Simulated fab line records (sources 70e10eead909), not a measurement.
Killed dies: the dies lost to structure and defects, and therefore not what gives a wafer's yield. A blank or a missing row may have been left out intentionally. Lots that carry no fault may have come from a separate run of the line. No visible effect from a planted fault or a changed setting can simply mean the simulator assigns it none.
Chamber matching || flow nandHarc || NHARC_P_M2_DESCUM_14 on rieDiel-07: 4 sister chambers
The step chemistry O2, time 3 s. 18 wafers are shown with their chamber, then 9 later ones without.

## WAFERS PAIRED WITH THEIR CHAMBERS
{"wafer": "L076.1", "chamber": 2, "drypumpMotorCurrentA (A)": 6.5, "oesProductAu (a.u.)": 0.994, "throttleValvePct (%)": 11.308}
{"wafer": "L076.2", "chamber": 0, "drypumpMotorCurrentA (A)": 6.0, "oesProductAu (a.u.)": 0.980, "throttleValvePct (%)": 11.305}
{"wafer": "L076.6", "chamber": 3, "drypumpMotorCurrentA (A)": 6.3, "oesProductAu (a.u.)": 0.980, "throttleValvePct (%)": 11.310}
{"wafer": "L078.2", "chamber": 1, "drypumpMotorCurrentA (A)": 5.7, "oesProductAu (a.u.)": 1.005, "throttleValvePct (%)": 11.306}
{"wafer": "L078.3", "chamber": 3, "drypumpMotorCurrentA (A)": 6.3, "oesProductAu (a.u.)": 0.999, "throttleValvePct (%)": 11.304}
{"wafer": "L078.6", "chamber": 2, "drypumpMotorCurrentA (A)": 6.5, "oesProductAu (a.u.)": 0.987, "throttleValvePct (%)": 11.316}
{"wafer": "L080.1", "chamber": 1, "drypumpMotorCurrentA (A)": 5.8, "oesProductAu (a.u.)": 1.011, "throttleValvePct (%)": 11.324}
{"wafer": "L080.3", "chamber": 0, "drypumpMotorCurrentA (A)": 6.0, "oesProductAu (a.u.)": 0.986, "throttleValvePct (%)": 11.312}
{"wafer": "L080.5", "chamber": 2, "drypumpMotorCurrentA (A)": 6.5, "oesProductAu (a.u.)": 0.987, "throttleValvePct (%)": 11.312}
{"wafer": "L084.1", "chamber": 0, "drypumpMotorCurrentA (A)": 6.0, "oesProductAu (a.u.)": 0.987, "throttleValvePct (%)": 11.306}
{"wafer": "L084.2", "chamber": 2, "drypumpMotorCurrentA (A)": 6.5, "oesProductAu (a.u.)": 1.006, "throttleValvePct (%)": 11.322}
{"wafer": "L084.6", "chamber": 1, "drypumpMotorCurrentA (A)": 5.8, "oesProductAu (a.u.)": 1.000, "throttleValvePct (%)": 11.304}
{"wafer": "L086.1", "chamber": 0, "drypumpMotorCurrentA (A)": 6.0, "oesProductAu (a.u.)": 0.990, "throttleValvePct (%)": 11.306}
{"wafer": "L086.3", "chamber": 3, "drypumpMotorCurrentA (A)": 6.3, "oesProductAu (a.u.)": 0.993, "throttleValvePct (%)": 11.306}
{"wafer": "L086.5", "chamber": 1, "drypumpMotorCurrentA (A)": 5.8, "oesProductAu (a.u.)": 1.005, "throttleValvePct (%)": 11.315}
{"wafer": "L087.1", "chamber": 1, "drypumpMotorCurrentA (A)": 5.8, "oesProductAu (a.u.)": 1.014, "throttleValvePct (%)": 11.323}
{"wafer": "L087.4", "chamber": 2, "drypumpMotorCurrentA (A)": 6.5, "oesProductAu (a.u.)": 1.009, "throttleValvePct (%)": 11.309}
{"wafer": "L087.6", "chamber": 3, "drypumpMotorCurrentA (A)": 6.2, "oesProductAu (a.u.)": 1.005, "throttleValvePct (%)": 11.308}

SIGNATURES (averages over the wafers above)
{"reading": "drypumpMotorCurrentA", "chamber 0": 6.000, "chamber 1": 5.780, "chamber 2": 6.500, "chamber 3": 6.275, "scatter within a chamber": 0.0333}
{"reading": "oesProductAu", "chamber 0": 0.98575, "chamber 1": 1.00700, "chamber 2": 0.99660, "chamber 3": 0.99425, "scatter within a chamber": 0.00824}
{"reading": "throttleValvePct", "chamber 0": 11.30725, "chamber 1": 11.31440, "chamber 2": 11.31340, "chamber 3": 11.30700, "scatter within a chamber": 0.00614}
Rule: a wafer's distance from a chamber is the root of the sum, over the readings, of the square of ((its reading less the chamber's mean) divided by the reading's scatter). If the next closest chamber is less than 2 further off than the closest, the wafer can't be placed; otherwise it belongs to the closest. How the scatter is found: for the shown wafers, subtract from each reading the mean of its chamber, square and add these, divide the total by (wafers less chambers), then take the root.

## WAFERS MISSING THEIR CHAMBER
{"wafer": "L093.3", "drypumpMotorCurrentA (A)": 5.7, "oesProductAu (a.u.)": 0.995, "throttleValvePct (%)": 11.300}
{"wafer": "L093.5", "drypumpMotorCurrentA (A)": 5.7, "oesProductAu (a.u.)": 0.999, "throttleValvePct (%)": 11.313}
{"wafer": "L093.6", "drypumpMotorCurrentA (A)": 6.6, "oesProductAu (a.u.)": 0.999, "throttleValvePct (%)": 11.311}
{"wafer": "L094.1", "drypumpMotorCurrentA (A)": 6.5, "oesProductAu (a.u.)": 0.997, "throttleValvePct (%)": 11.314}
{"wafer": "L094.4", "drypumpMotorCurrentA (A)": 6.3, "oesProductAu (a.u.)": 1.004, "throttleValvePct (%)": 11.313}
{"wafer": "L094.5", "drypumpMotorCurrentA (A)": 5.8, "oesProductAu (a.u.)": 0.997, "throttleValvePct (%)": 11.311}
{"wafer": "L097.1", "drypumpMotorCurrentA (A)": 6.0, "oesProductAu (a.u.)": 0.995, "throttleValvePct (%)": 11.309}
{"wafer": "L097.3", "drypumpMotorCurrentA (A)": 6.3, "oesProductAu (a.u.)": 1.002, "throttleValvePct (%)": 11.312}
{"wafer": "L097.6", "drypumpMotorCurrentA (A)": 6.3, "oesProductAu (a.u.)": 1.002, "throttleValvePct (%)": 11.311}

## WHICH CHAMBER EACH WENT THROUGH
{"wafer": "L093.3", "from the rows above": 1, "in truth": 1}
{"wafer": "L093.5", "from the rows above": 1, "in truth": 1}
{"wafer": "L093.6", "from the rows above": 2, "in truth": 2}
{"wafer": "L094.1", "from the rows above": 2, "in truth": 2}
{"wafer": "L094.4", "from the rows above": 3, "in truth": 3}
{"wafer": "L094.5", "from the rows above": 1, "in truth": 1}
{"wafer": "L097.1", "from the rows above": 0, "in truth": 0}
{"wafer": "L097.3", "from the rows above": 3, "in truth": 3}
{"wafer": "L097.6", "from the rows above": 3, "in truth": 3}
9 of 9 placed correctly. Left unplaced by these rows: 0. Number placed wrongly: 0.
